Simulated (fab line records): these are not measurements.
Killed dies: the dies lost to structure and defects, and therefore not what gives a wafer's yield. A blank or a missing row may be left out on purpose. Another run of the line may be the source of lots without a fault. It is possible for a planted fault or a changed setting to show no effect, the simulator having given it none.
A lot that was struck, set against a sound lot	flow nand-harc	40 out of 1302 route steps
Sound: the wafers L519.1, L519.4, L519.6. Struck: wafers L531.2, L531.5. (L531.3 of the same lot was not struck and is left out.) The cause comes at the end.
Each step with rows lists, per side, the tool, then ch with its chambers, then its first start. Under that, the readings that differ: sound wafers	struck wafers	difference of the means	sigmas: that difference in standard deviations of wafers without a fault.
alike: readings with means less than 2 such deviations apart, plus words and numbers identical on both sides. not compared: withheld readings, readings lacking a value on some wafer, bounds such as >300 that could conceal the same value, and numbers that have no deviation in the record and whose values overlap.
The two part at a step that has a row with sigmas, a row that says differs or no value, or rows on one side only. When numbers do not overlap yet have no deviation, they are printed without sigmas and do not part them. A reading that every wafer of one side lacks parts them only if that side has two wafers or more.

NHARC_A_BLC_STRIP_29: strips in CF4.
  sound on rie-diel-03 ch 0,1,3, day 23 05:27; struck on rie-diel-03 ch 1,3, day 28 12:43
  alike: drypump-motor-current-A, mfc-ar-sccm, oes-product-au, rf-vpp-V, showerhead-plenum-p-Torr, throttle-valve-pct
  not compared: rf-hours-counter-h
then, 6 steps without rows for these wafers: NHARC_A_BLC_STRIP_21 (strips in O2); NHARC_A_BLC_STRIP_22 (strips in post etch residue remover, time 600 s); NHARC_A_BLC_DEGAS_30 (time 60 s); NHARC_A_BLC_PRE_CLEAN_31 (time 15 s); NHARC_A_BLC_PVD_32 (deposits Ti, target thk 5 nm, time 17.7 s); NHARC_A_BLC_ALD_23 (deposits TiN, target thk 3 nm, pulse time 1 s, ald cycles 150).
NHARC_A_BLC_CVD_24: deposits W, target thk 150 nm, time 434 s.
  sound: cvd-w-01 ch 0,1; struck: cvd-w-01 ch 1
  alike: heater-power-w, mfc-ar-sccm, throttle-valve-pct
then, 2 steps without rows for these wafers: NHARC_A_BLC_CMP_25 (polishes, t overpolish 30 s, target thk 150 nm); NHARC_A_BLC_SRD_27.
NHARC_A_BLC_INSPECT_28:
  sound: defect-inspect-02 at day 23 07:23; struck: defect-inspect-01 at day 28 14:35
  alike: raw-defect-count
NHARC_A_M0_DEP_00: deposits SiOC, target thk 150 nm.
  sound on pecvd-02 ch 0,2, day 23 07:28; struck on pecvd-02 ch 0,2, day 28 14:44
  alike: showerhead-vpp-V
then, 9 steps without rows for these wafers: NHARC_A_M0_DEHYDRATE_01 (time 120 s); NHARC_A_M0_HMDS_02 (time 30 s); NHARC_A_M0_COAT_33 (time 65 s); NHARC_A_M0_COAT_03 (resist thk 90 nm); NHARC_A_M0_SOFTBAKE_04 (time 55 s); NHARC_A_M0_EBR_05; NHARC_A_M0_EXPOSE_06 (exposes mask A M0, target cd 80 nm); NHARC_A_M0_PEB_07 (peb time 65 s); NHARC_A_M0_DEVELOP_08 (develop time 35 s).
NHARC_A_M0_CD_MEAS_09: target cd 80 nm.
  sound on cd-sem-02 ch 0, day 23 08:10; struck on cd-sem-02 ch 0, day 28 15:34
  alike: cd-nm
NHARC_A_M0_OVL_MEAS_10: pitch 160 nm.
  sound: overlay-01 at day 23 08:16; struck: overlay-02 at day 28 15:40
  alike: overlay-x-nm, overlay-y-nm
NHARC_A_M0_INSPECT_11:
  sound: defect-inspect-02 at day 23 08:18; struck: defect-inspect-01 at day 28 15:42
  alike: raw-defect-count
NHARC_A_M0_DESCUM_14: chemistry O2, time 3 s.
  sound on rie-diel-12 ch 0,2,3, day 23 08:22; struck on rie-diel-07 ch 0,1, day 28 15:46
reading	sound	struck	difference	sigmas
oes-product-au (a.u.)	1.025 1.018 1.002	0.993 0.993	-0.022	-2
  alike: drypump-motor-current-A, mfc-ar-sccm, rf-vpp-V, showerhead-plenum-p-Torr, throttle-valve-pct
  not compared: rf-hours-counter-h
NHARC_A_M0_ETCH_34: etches the open film in N2/H2, target depth 40 nm, overetch 12 nm, time 43.94 s.
  sound on rie-diel-12 ch 1,2, day 23 08:26; struck on rie-diel-07 ch 0,2, day 28 15:52
reading	sound	struck	difference	sigmas
drypump-motor-current-A (A)	5.0 5.4 5.4	6.3 6.3	+1.0	+2
  alike: mfc-ar-sccm, oes-product-au, rf-vpp-V, showerhead-plenum-p-Torr, throttle-valve-pct
  not compared: rf-hours-counter-h
then, 1 step without rows for these wafers: NHARC_A_M0_ETCH_15 (etches the open film in C4F8/Ar, target depth 150 nm, overetch 15 nm, time 82.5 s).
NHARC_A_M0_CD_MEAS_16:
  sound: cd-sem-03 at day 23 08:39; struck: cd-sem-03 at day 28 16:04
  alike: cd-nm
then, 5 steps without rows for these wafers: NHARC_A_M0_STRIP_18 (strips in N2/H2); NHARC_A_M0_STRIP_19 (strips in post etch residue remover, time 600 s); NHARC_A_M0_DEGAS_28 (time 60 s); NHARC_A_M0_PRE_CLEAN_29 (time 30 s); NHARC_A_M0_PVD_20 (deposits TaN, target thk 5 nm, time 8.06 s).
NHARC_A_M0_PVD_21: deposits Cu, target thk 30 nm, time 20.49 s.
  sound on pvd-sputter-02; struck on pvd-sputter-03
  alike: throttle-valve-pct
then, 4 steps without rows for these wafers: NHARC_A_M0_ECD_22 (material Cu, target thk 400 nm); NHARC_A_M0_ANNEAL_30 (time 90 s); NHARC_A_M0_CMP_23 (polishes, t overpolish 20 s, target thk 113.75 nm); NHARC_A_M0_SRD_25.
NHARC_A_M0_INSPECT_27:
  sound: defect-inspect-01 at day 23 10:51; struck: defect-inspect-02 at day 28 18:14
  alike: raw-defect-count
NHARC_END_SORT_01:
  here the record holds rows for the struck wafers (prober-01 ch 0, day 30 05:18) but none for the sound ones

WHERE THEY PART
Earliest at NHARC_A_M0_DESCUM_14; latest, in this record, at NHARC_END_SORT_01.

WHY: what the simulator had put in
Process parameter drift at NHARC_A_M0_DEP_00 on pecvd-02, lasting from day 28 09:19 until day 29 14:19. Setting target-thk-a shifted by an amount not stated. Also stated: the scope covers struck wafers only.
